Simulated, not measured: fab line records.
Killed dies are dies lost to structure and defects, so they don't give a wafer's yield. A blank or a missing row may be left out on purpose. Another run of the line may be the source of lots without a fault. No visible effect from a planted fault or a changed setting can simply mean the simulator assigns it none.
Which tool did it? ; flow n5Finfet ; 36 wafers from 12 lots sampled at 4 of the route's 1938 steps

WHAT EACH GAUGE READ, for each wafer
N5_SDB_OVL_MEAS_12.
lot;measured;on;SDB_OVL (nm)
L075;day 4 00:22;overlay-02;2.7 1.3 0.9
L077;day 4 11:46;overlay-01;-0.6 -0.6 -0.1
L079;day 5 01:16;overlay-01;1.3 1.1 0.2
L081;day 5 12:21;overlay-01;1.2 1.6 0.0
L083;day 5 23:06;overlay-02;-2.1 -1.8 -1.9
L085;day 6 14:22;overlay-02;0.4 0.0 0.7
L087;day 7 03:07;overlay-02;1.4 0.2 1.3
L089;day 7 14:43;overlay-01;1.2 0.6 -0.2
L091;day 8 00:41;overlay-02;-0.5 -0.9 0.0
L093;day 8 14:26;overlay-01;-0.3 1.0 0.1
L095;day 9 00:43;overlay-01;1.2 0.5 0.5
L097;day 9 12:22;overlay-01;1.9 0.3 1.8

TOOL THAT RAN EACH LOT (tool first, then ch and the chambers of the sampled wafers, then the start)
lot;N5_SD_EPI_P_ETCH_47;N5_SD_ACTIVATION_RTA_00;N5_ILD0_CMP_12
L075;rieDiel-04 ch 0,3, day 3 13:44;rtpAnneal-01 ch 0, day 3 16:58;cmp-02 ch 0,1,2, day 3 23:38
L077;rieDiel-04 ch 1,2,3, day 4 00:53;rtpAnneal-01 ch 0, day 4 04:10;cmp-02 ch 0,1,3, day 4 11:05
L079;rieDiel-01 ch 0,1,3, day 4 14:01;rtpAnneal-01 ch 0, day 4 17:32;cmp-04 ch 0,2,3, day 5 00:26
L081;rieDiel-04 ch 2,3, day 5 00:16;rtpAnneal-01 ch 0, day 5 04:33;cmp-02 ch 0,1,2, day 5 11:35
L083;rieDiel-01 ch 0,3, day 5 11:50;rtpAnneal-02 ch 0, day 5 15:20;cmp-04 ch 0,1,3, day 5 22:28
L085;rieDiel-04 ch 2,3, day 6 02:52;rtpAnneal-02 ch 0, day 6 06:22;cmp-04 ch 1,2, day 6 13:25
L087;rieDiel-01 ch 1,2,3, day 6 15:59;rtpAnneal-02 ch 0, day 6 19:36;cmp-02 ch 0,1,2, day 7 02:19
L089;rieDiel-05 ch 0,1,3, day 7 03:30;rtpAnneal-02 ch 0, day 7 06:47;cmp-04 ch 2,3, day 7 13:55
L091;rieDiel-05 ch 0,1,2, day 7 13:11;rtpAnneal-01 ch 0, day 7 16:52;cmp-04 ch 2,3, day 7 23:53
L093;rieDiel-01 ch 1,2, day 8 02:19;rtpAnneal-02 ch 0, day 8 06:23;cmp-04 ch 0,2,3, day 8 13:43
L095;rieDiel-05 ch 2,3, day 8 11:55;rtpAnneal-02 ch 0, day 8 16:03;cmp-02 ch 0,1, day 8 23:53
L097;rieDiel-01 ch 1,2,3, day 9 00:28;rtpAnneal-01 ch 0, day 9 05:01;cmp-02 ch 0,3, day 9 11:37
- N5_SD_EPI_P_ETCH_47: etches SiOCN in CH3F/O2, target depth 25 nm.
- N5_SD_ACTIVATION_RTA_00: time 0 s.
- N5_ILD0_CMP_12: polishes SiNx, stops on poly-Si, t overpolish 6 s, target thk 17.67 nm.

THE ANSWER, worked out from the rows above alone
Rule: the usual values come from the lots themselves. The widest of any qualifying gaps counts: lots, ordered by their means at a reading, are off when they make up no more than a third of the lots, leave a main group of 4 or more, and stand apart from it by 3 or more times the standard deviation of that group's means. A main group whose means are all the same, to the digits that the tables above print for the reading, isn't used. A lot without any number at a reading at which 4 lots or more have one is off too. The other lots that the step has rows for count as sound.
None of the lots is off at any reading shown; this tells nothing.

WHAT THE SIMULATOR HAD PUT IN
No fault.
